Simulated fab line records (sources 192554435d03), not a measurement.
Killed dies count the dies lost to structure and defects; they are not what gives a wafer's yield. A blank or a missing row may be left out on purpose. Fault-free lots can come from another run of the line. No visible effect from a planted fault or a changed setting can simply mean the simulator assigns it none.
The tool behind it: which one? | flow n5 finfet | 22 lots, 66 wafers sampled, at 5 steps of a route of 1938

## WHAT THE GAUGES READ, wafer by wafer
N5_BEOL_M5_RS_MEAS_57: measurement is done with a four-point probe. Usual: for M5_RS the level is 0.396 ohm/sq and the standard deviation is 0.016.
lot  | measured     | on            | M5_RS (ohm/sq)    | flag
L076 | day 9 07:55  | film metro-01 | 0.396 0.406 0.403 |
L077 | day 9 12:29  | film metro-02 | 0.381 0.398 0.389 |
L075 | day 9 15:22  | film metro-02 | 0.391 0.406 0.409 |
L078 | day 9 22:19  | film metro-02 | 0.416 0.405 0.395 |
L080 | day 10 08:16 | film metro-02 | 0.377 0.388 0.407 |
L074 | day 10 11:15 | film metro-02 | 0.404 0.404 0.370 |
L081 | day 10 14:37 | film metro-01 | 0.392 0.409 0.395 |
L079 | day 10 14:37 | film metro-01 | 0.401 0.414 0.420 |
L082 | day 10 16:41 | film metro-02 | 0.402 0.422 0.411 |
L084 | day 11 12:16 | film metro-01 | 0.381 0.398 0.398 |
L083 | day 11 12:40 | film metro-02 | 0.406 0.396 0.395 |
L086 | day 12 08:28 | film metro-02 | 0.381 0.435 0.396 |
L088 | day 13 02:12 | film metro-01 | 0.400 0.400 0.387 |
L087 | day 13 07:42 | film metro-01 | 0.391 0.369 0.416 |
L090 | day 13 10:02 | film metro-01 | 0.372 0.417 0.381 |
L091 | day 13 13:53 | film metro-01 | 0.416 0.403 0.388 |
L092 | day 13 14:31 | film metro-01 | 0.380 0.396 0.400 |
L093 | day 14 09:08 | film metro-01 | 0.371 0.417 0.413 |
L094 | day 14 16:28 | film metro-01 | 0.406 0.371 0.408 |
L095 | day 14 20:01 | film metro-02 | 0.363 0.379 0.378 |
L097 | day 15 01:09 | film metro-02 | 0.396 0.410 0.390 |
L096 | day 15 01:28 | film metro-02 | 0.370 0.394 0.379 |

## EACH LOT AND THE TOOL THAT RAN IT (in order: tool; ch and the chambers of the sampled wafers; start)
lot  | N5_BEOL_M5_ETCH_75                 | N5_BEOL_M5_ETCH_68                 | N5_BEOL_M5_ANNEAL_49         | N5_BEOL_M5_SPUTTER_81
L076 | rie diel-02 ch 0,3, day 8 23:57    | rie diel-02 ch 0,3, day 9 00:00    | pvd sputter-01, day 9 01:46  | pvd sputter-01, day 9 02:47
L077 | rie diel-06 ch 0,3, day 9 03:56    | rie diel-06 ch 0,3, day 9 03:59    | pvd sputter-02, day 9 06:33  | pvd sputter-02, day 9 07:33
L075 | rie diel-02 ch 0,1,3, day 9 06:28  | rie diel-02 ch 0,1,3, day 9 06:31  | pvd sputter-03, day 9 10:03  | pvd sputter-03, day 9 11:03
L078 | rie diel-02 ch 1,2, day 9 14:31    | rie diel-02 ch 1,2, day 9 14:33    | pvd sputter-03, day 9 16:23  | pvd sputter-03, day 9 17:24
L080 | rie diel-02 ch 0,1,3, day 9 23:19  | rie diel-02 ch 0,1,3, day 9 23:22  | pvd sputter-02, day 10 02:51 | pvd sputter-02, day 10 03:51
L074 | rie diel-04 ch 0,3, day 10 02:34   | rie diel-04 ch 0,3, day 10 02:37   | pvd sputter-01, day 10 04:48 | pvd sputter-01, day 10 05:49
L081 | rie diel-06 ch 0,2,3, day 10 06:25 | rie diel-06 ch 0,2,3, day 10 06:27 | pvd sputter-03, day 10 08:45 | pvd sputter-03, day 10 09:50
L079 | rie diel-02 ch 1,3, day 10 07:01   | rie diel-02 ch 1,3, day 10 07:03   | pvd sputter-01, day 10 09:14 | pvd sputter-01, day 10 10:14
L082 | rie diel-02 ch 1,2,3, day 10 09:04 | rie diel-02 ch 1,2,3, day 10 09:07 | pvd sputter-02, day 10 11:11 | pvd sputter-02, day 10 12:12
L084 | rie diel-04 ch 1,2, day 11 05:20   | rie diel-04 ch 1,2, day 11 05:23   | pvd sputter-02, day 11 06:55 | pvd sputter-02, day 11 07:56
L083 | rie diel-02 ch 0,2,3, day 11 05:28 | rie diel-02 ch 0,2,3, day 11 05:31 | pvd sputter-03, day 11 07:17 | pvd sputter-03, day 11 08:18
L086 | rie diel-06 ch 0,2,3, day 12 00:19 | rie diel-06 ch 0,2,3, day 12 00:22 | pvd sputter-03, day 12 03:05 | pvd sputter-03, day 12 04:05
L088 | rie diel-06 ch 0,3, day 12 17:52   | rie diel-06 ch 0,3, day 12 17:55   | pvd sputter-02, day 12 20:49 | pvd sputter-02, day 12 21:49
L087 | rie diel-06 ch 0,2,3, day 13 00:25 | rie diel-06 ch 0,2,3, day 13 00:28 | pvd sputter-03, day 13 02:21 | pvd sputter-03, day 13 03:22
L090 | rie diel-06 ch 0,2, day 13 00:49   | rie diel-06 ch 0,2, day 13 00:52   | pvd sputter-02, day 13 04:04 | pvd sputter-02, day 13 05:04
L091 | rie diel-02 ch 1,2, day 13 06:43   | rie diel-02 ch 1,2, day 13 06:45   | pvd sputter-02, day 13 08:34 | pvd sputter-02, day 13 09:34
L092 | rie diel-02 ch 0,1,2, day 13 07:07 | rie diel-02 ch 0,1,2, day 13 07:10 | pvd sputter-03, day 13 09:08 | pvd sputter-03, day 13 10:08
L093 | rie diel-02 ch 0,1,3, day 14 01:59 | rie diel-02 ch 0,1,3, day 14 02:01 | pvd sputter-02, day 14 03:49 | pvd sputter-02, day 14 04:49
L094 | rie diel-02 ch 0,2,3, day 14 08:40 | rie diel-02 ch 0,2,3, day 14 08:43 | pvd sputter-01, day 14 10:37 | pvd sputter-01, day 14 11:38
L095 | rie diel-04 ch 1,2,3, day 14 12:16 | rie diel-04 ch 1,2,3, day 14 12:19 | pvd sputter-02, day 14 14:41 | pvd sputter-02, day 14 15:42
L097 | rie diel-02 ch 1,2, day 14 17:55   | rie diel-02 ch 1,2, day 14 17:58   | pvd sputter-01, day 14 19:42 | pvd sputter-01, day 14 20:42
L096 | rie diel-06 ch 0,1,3, day 14 18:11 | rie diel-06 ch 0,1,3, day 14 18:14 | pvd sputter-02, day 14 19:58 | pvd sputter-02, day 14 20:58
- N5_BEOL_M5_ETCH_75: etches underlayer in N2/H2, target depth 6.5 nm, time 5.2 s.
- N5_BEOL_M5_ETCH_68: etches SOC in N2/H2, target depth 80 nm, overetch 16 nm, time 120 s.
- N5_BEOL_M5_ANNEAL_49: time 1800 s.
- N5_BEOL_M5_SPUTTER_81: material Cu, target thk 15 nm, time 27.62 s.

## AS READ BY THE TOOLS THEMSELVES (means over the sampled wafers that have a number; for cases with no such wafer, the mark the record gives instead)
N5_BEOL_M5_ETCH_75. Usual: drypump motor current A 5.8 A, standard deviation 0.37; etch rf on time s 5.26 s, standard deviation 0.15; h2 flow sccm 200.0 sccm, standard deviation 0.65; oes product au 0.69 a.u., standard deviation 0.074; rf vpp V 524.5 V, standard deviation 2.6; showerhead plenum p Torr 2.56 Torr, standard deviation 0.083; throttle valve pct 17.90 %, standard deviation 0.27.
lot  | tool        | drypump motor current A (A) | etch rf on time s (s) | h2 flow sccm (sccm) | oes product au (a.u.) | rf vpp V (V) | showerhead plenum p Torr (Torr) | throttle valve pct (%) | flag
L076 | rie diel-02 | 6.1                         | 5.34                  | 200.2               | 0.69                  | 522.9        | 2.53                            | 17.85                  |
L077 | rie diel-06 | 5.9                         | 5.17                  | 200.7               | 0.74                  | 522.8        | 2.51                            | 17.99                  |
L075 | rie diel-02 | 6.1                         | 5.30                  | 199.8               | 0.66                  | 522.5        | 2.51                            | 18.00                  |
L078 | rie diel-02 | 5.5                         | 5.35                  | 200.0               | 0.71                  | 524.3        | 2.58                            | 17.95                  |
L080 | rie diel-02 | 6.1                         | 5.33                  | 200.3               | 0.65                  | 523.5        | 2.51                            | 17.99                  |
L074 | rie diel-04 | 6.0                         | 5.22                  | 200.1               | 0.62                  | 521.4        | 2.46                            | 18.08                  |
L081 | rie diel-06 | 5.9                         | 5.16                  | 200.2               | 0.70                  | 524.2        | 2.57                            | 17.78                  |
L079 | rie diel-02 | 5.9                         | 5.32                  | 199.8               | 0.70                  | 526.3        | 2.57                            | 17.92                  |
L082 | rie diel-02 | 5.7                         | 5.27                  | 199.7               | 0.71                  | 524.9        | 2.57                            | 17.94                  |
L084 | rie diel-04 | 5.7                         | 5.22                  | 200.3               | 0.60                  | 523.5        | 2.56                            | 18.13                  |
L083 | rie diel-02 | 5.9                         | 5.35                  | 200.3               | 0.69                  | 522.5        | 2.52                            | 17.88                  |
L086 | rie diel-06 | 5.9                         | 5.28                  | 200.7               | 0.68                  | 524.8        | 2.57                            | 17.81                  |
L088 | rie diel-06 | 5.9                         | 5.16                  | 200.3               | 0.71                  | 525.3        | 2.54                            | 17.73                  |
L087 | rie diel-06 | 5.9                         | 5.29                  | 200.4               | 0.66                  | 523.5        | 2.56                            | 17.82                  |
L090 | rie diel-06 | 5.9                         | 5.19                  | 199.9               | 0.69                  | 527.6        | 2.60                            | 17.51                  |
L091 | rie diel-02 | 5.4                         | 5.41                  | 199.6               | 0.68                  | 525.4        | 2.56                            | 18.00                  |
L092 | rie diel-02 | 5.9                         | 5.24                  | 200.0               | 0.72                  | 525.6        | 2.60                            | 17.92                  |
L093 | rie diel-02 | 6.1                         | 5.27                  | 199.1               | 0.70                  | 525.3        | 2.60                            | 17.91                  |
L094 | rie diel-02 | 5.9                         | 5.25                  | 199.3               | 0.74                  | 526.2        | 2.62                            | 17.79                  |
L095 | rie diel-04 | 5.5                         | 5.07                  | 199.2               | 0.72                  | 524.6        | 2.58                            | 17.81                  |
L097 | rie diel-02 | 5.5                         | 5.35                  | 200.3               | 0.67                  | 525.4        | 2.56                            | 18.01                  |
L096 | rie diel-06 | 5.9                         | 5.17                  | 199.9               | 0.72                  | 524.1        | 2.57                            | 17.85                  |

N5_BEOL_M5_ETCH_68. Usual: drypump motor current A 5.8 A, standard deviation 0.37; h2 flow sccm 200.0 sccm, standard deviation 0.61; oes product au 0.62 a.u., standard deviation 0.063; rf vpp V 524.3 V, standard deviation 2.3; showerhead plenum p Torr 2.56 Torr, standard deviation 0.083; throttle valve pct 17.86 %, standard deviation 0.27.
lot  | tool        | drypump motor current A (A) | h2 flow sccm (sccm) | oes product au (a.u.) | rf vpp V (V) | showerhead plenum p Torr (Torr) | throttle valve pct (%) | flag
L076 | rie diel-02 | 6.1                         | 200.2               | 0.64                  | 523.2        | 2.53                            | 17.82                  |
L077 | rie diel-06 | 5.9                         | 200.3               | 0.65                  | 522.9        | 2.51                            | 17.95                  |
L075 | rie diel-02 | 6.1                         | 199.4               | 0.60                  | 523.5        | 2.51                            | 17.95                  |
L078 | rie diel-02 | 5.4                         | 199.4               | 0.65                  | 523.4        | 2.58                            | 17.90                  |
L080 | rie diel-02 | 6.1                         | 199.8               | 0.60                  | 523.6        | 2.51                            | 17.97                  |
L074 | rie diel-04 | 6.0                         | 200.0               | 0.56                  | 520.6        | 2.46                            | 18.05                  |
L081 | rie diel-06 | 5.9                         | 199.8               | 0.62                  | 525.2        | 2.57                            | 17.75                  |
L079 | rie diel-02 | 5.9                         | 200.2               | 0.64                  | 524.9        | 2.57                            | 17.88                  |
L082 | rie diel-02 | 5.7                         | 199.7               | 0.65                  | 524.9        | 2.57                            | 17.90                  |
L084 | rie diel-04 | 5.7                         | 199.9               | 0.53                  | 523.9        | 2.56                            | 18.10                  |
L083 | rie diel-02 | 5.9                         | 199.9               | 0.63                  | 523.3        | 2.52                            | 17.86                  |
L086 | rie diel-06 | 5.9                         | 199.5               | 0.61                  | 523.7        | 2.57                            | 17.75                  |
L088 | rie diel-06 | 5.9                         | 199.5               | 0.64                  | 523.7        | 2.54                            | 17.69                  |
L087 | rie diel-06 | 5.9                         | 200.0               | 0.61                  | 524.3        | 2.56                            | 17.78                  |
L090 | rie diel-06 | 5.9                         | 200.4               | 0.61                  | 525.3        | 2.60                            | 17.48                  |
L091 | rie diel-02 | 5.5                         | 200.8               | 0.63                  | 524.1        | 2.56                            | 17.96                  |
L092 | rie diel-02 | 5.9                         | 199.6               | 0.65                  | 525.3        | 2.60                            | 17.87                  |
L093 | rie diel-02 | 6.1                         | 200.5               | 0.64                  | 525.8        | 2.60                            | 17.88                  |
L094 | rie diel-02 | 5.9                         | 199.3               | 0.67                  | 525.8        | 2.62                            | 17.75                  |
L095 | rie diel-04 | 5.5                         | 200.3               | 0.63                  | 524.8        | 2.58                            | 17.78                  |
L097 | rie diel-02 | 5.5                         | 199.9               | 0.61                  | 524.1        | 2.56                            | 17.96                  |
L096 | rie diel-06 | 5.9                         | 200.6               | 0.65                  | 524.2        | 2.57                            | 17.82                  |

N5_BEOL_M5_ANNEAL_49. Usual: heater power w reads 800 W (standard deviation 79).
lot  | tool           | heater power w (W) | flag
L076 | pvd sputter-01 | 806                |
L077 | pvd sputter-02 | 800                |
L075 | pvd sputter-03 | 767                |
L078 | pvd sputter-03 | 744                |
L080 | pvd sputter-02 | 802                |
L074 | pvd sputter-01 | 805                |
L081 | pvd sputter-03 | 744                |
L079 | pvd sputter-01 | 824                |
L082 | pvd sputter-02 | 866                |
L084 | pvd sputter-02 | 784                |
L083 | pvd sputter-03 | 765                |
L086 | pvd sputter-03 | 773                |
L088 | pvd sputter-02 | 806                |
L087 | pvd sputter-03 | 766                |
L090 | pvd sputter-02 | 861                |
L091 | pvd sputter-02 | 884                |
L092 | pvd sputter-03 | 763                |
L093 | pvd sputter-02 | 803                |
L094 | pvd sputter-01 | 820                |
L095 | pvd sputter-02 | 786                |
L097 | pvd sputter-01 | 823                |
L096 | pvd sputter-02 | 791                |

N5_BEOL_M5_SPUTTER_81. Usual: throttle valve pct reads 29.6 % (standard deviation 0.93).
lot  | tool           | throttle valve pct (%) | flag
L076 | pvd sputter-01 | 30.6                   |
L077 | pvd sputter-02 | 29.4                   |
L075 | pvd sputter-03 | 29.6                   |
L078 | pvd sputter-03 | 29.7                   |
L080 | pvd sputter-02 | 29.6                   |
L074 | pvd sputter-01 | 31.1                   |
L081 | pvd sputter-03 | 29.7                   |
L079 | pvd sputter-01 | 31.4                   |
L082 | pvd sputter-02 | 29.0                   |
L084 | pvd sputter-02 | 29.3                   |
L083 | pvd sputter-03 | 29.6                   |
L086 | pvd sputter-03 | 29.2                   |
L088 | pvd sputter-02 | 29.7                   |
L087 | pvd sputter-03 | 29.7                   |
L090 | pvd sputter-02 | 29.0                   |
L091 | pvd sputter-02 | 29.4                   |
L092 | pvd sputter-03 | 30.0                   |
L093 | pvd sputter-02 | 29.1                   |
L094 | pvd sputter-01 | 30.1                   |
L095 | pvd sputter-02 | 29.1                   |
L097 | pvd sputter-01 | 30.3                   |
L096 | pvd sputter-02 | 29.2                   |

## THE ANSWER, worked out from the rows above alone
Rule: a lot counts as off when the mean over its wafers that have a number is more than 3 standard deviations away from the usual mean. Also off: a lot with no number at a reading for which 4 or more lots have one. Where the step has rows for the other lots, those lots are counted as sound. The gauges are gone through in route order, then the tools' own readings, and for those a lot's mean is taken as printed above. The first step at which some lot is off is used, and at that step the reading that is off furthest; a lot without a number counts as furthest.
Nothing can be told from this: no lot is off at any reading shown.

## WHAT THE SIMULATOR HAD PUT IN
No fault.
